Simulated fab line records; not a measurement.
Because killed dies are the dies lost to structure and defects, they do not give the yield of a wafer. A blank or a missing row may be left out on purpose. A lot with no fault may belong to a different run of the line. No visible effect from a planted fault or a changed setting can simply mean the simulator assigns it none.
Lot-split experiment    flow n5_finfet    on a route of 1938 steps: 7 lots, 21 wafers read

## ABOUT THE SPLIT
At N5_MOL_CONTACT_COAG_PECVD_31 (deposits SiO2 from TEOS/O2, target thk 46 nm, time 8.9 s), the setting temp_c was moved away from the recipe's 400 C on 2 of the 21 wafers read, by -3.9% to +4.3%. For the rest of the wafers, this setting stayed at what the recipe calls for.

## FROM THE SPLIT TO THE READING: what the file shows between them, 6 steps
- N5_MOL_CONTACT_COAG_EXPOSE_81: exposes mask VG, defocus 0 nm (also split here: dose_mj)
- N5_MOL_CONTACT_COAG_PEB_82: peb time 60 s
- N5_MOL_CONTACT_COAG_DEVELOP_83: develop time 30 s
- N5_MOL_CONTACT_COAG_CD_MEAS_84: target cd 25.1 nm
- N5_MOL_CONTACT_COAG_ETCHBACK_135: etches SiO2 in CHF3, target depth 25 nm, time 16.7 s
- N5_MOL_CONTACT_COAG_STRIP_118: strips in CHF3

## THE READING
etch.depth_nm (the simulator's own value, which no gauge read), in nm, at N5_MOL_CONTACT_COAG_VIA_ETCH_46 (etches SiO2 in C4F6/O2, target depth 46 nm, overetch 9.2 nm, time 40 s). The file does not state a usual value for it. Average 45.93 nm, standard deviation 0.54 nm, over the 19 wafers here run with the recipe.

wafer   tool, chamber at the split  temp_c as run, C  against the recipe  etch.depth_nm, nm  against lot-mates on the recipe
L078.2  pecvd-03, 1                 400               recipe              45.81              -
L078.5  pecvd-03, 1,0               400               recipe              46.92              -
L078.6  pecvd-03, 1,0               400               recipe              46.96              -
L081.1  pecvd-04, 2                 400               recipe              45.98              -
L081.4  pecvd-04, 0                 400               recipe              46.53              -
L081.5  pecvd-04, 1                 384.4             -3.9%               50.58              +4.33
L083.1  pecvd-04, 1                 400               recipe              45.56              -
L083.2  pecvd-04, 0                 400               recipe              45.8               -
L083.3  pecvd-04, 2                 417.4             +4.3%               40.83              -4.85
L088.4  pecvd-03, 0                 400               recipe              45.75              -
L088.5  pecvd-03, 1                 400               recipe              45.93              -
L088.6  pecvd-03, 2                 400               recipe              46.42              -
L089.2  pecvd-01, 1                 400               recipe              45.28              -
L089.3  pecvd-01, 2                 400               recipe              45.92              -
L089.5  pecvd-01, 1                 400               recipe              46.27              -
L090.1  pecvd-04, 1                 400               recipe              46.48              -
L090.2  pecvd-04, 0                 400               recipe              45.36              -
L090.4  pecvd-04, 2                 400               recipe              45.95              -
L093.1  pecvd-04, 0                 400               recipe              45.05              -
L093.2  pecvd-04, 1                 400               recipe              45.13              -
L093.6  pecvd-04, 1                 400               recipe              45.63              -
When a row names more than one chamber, that row covers several wafers, and the file does not tell which wafer ran in which chamber.

FIT RESULTS
A straight line over all 21 wafers: etch.depth_nm changes by -1.18 nm for each +1% of temp_c; r = -0.95; the points scatter about the line by 0.54 nm.
The same after taking each lot's own level away (the mean of its wafers on the recipe; 21 wafers): -1.11 nm for each +1%; r = -0.97; scatter 0.37 nm.
According to that fit, moving temp_c by its largest amount changes the reading by 4.8 nm.
The lots' own levels span 45.270 to 46.563 nm, that is 2.4 times the standard deviation above.
The two slopes are in agreement: the lot-to-lot level therefore moves the slope only a little.
Check: -4.82 nm against its lot-mates is what the line predicts for one of the wafers moved furthest among these (+4.3%) when that wafer is left out of the fit. Against them it came out at -4.85 nm.

## OTHER SPLITS ON THESE WAFERS
These wafers also went through other splits before the reading. Each is held against what the fit with the lots' levels taken away leaves over:
other split on the same wafers         wafers away from the commonest value  r with etch.depth_nm (lot level and that fit taken away)
N5_SD_EPI_P_COAT_35 spin_rpm           6                                     +0.09
N5_HKMG_FIN_ETCH_35 bias_w             8                                     +0.27
N5_GATE_CUT_ALD_22 ald_cycles          5                                     -0.09
N5_MOL_CONTACT_COAG_EXPOSE_81 dose_mj  6                                     -0.18

## THE WHOLE CHAIN: every reading that the file lists as answering this split, in the file's order
step                             what it does                                                            reading                                                                                    change (the file's fit)               r (the file's)
N5_MOL_CONTACT_COAG_PECVD_31     deposits SiO2 from TEOS/O2, target thk 46 nm, time 8.9 s                SiO2_of_MOL_CONTACT_COAG_PECVD_31.thk_nm (the simulator's own value, which no gauge read)  -1.12 nm for each +1% of the setting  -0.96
N5_MOL_CONTACT_COAG_VIA_ETCH_46  etches SiO2 in C4F6/O2, target depth 46 nm, overetch 9.2 nm, time 40 s  etch.depth_nm (the simulator's own value, which no gauge read)                             -1.11 nm for each +1% of the setting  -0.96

## THE FILE'S OWN FIT
etch.depth_nm changes by -1.11 nm for each +1% of temp_c, r = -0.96.
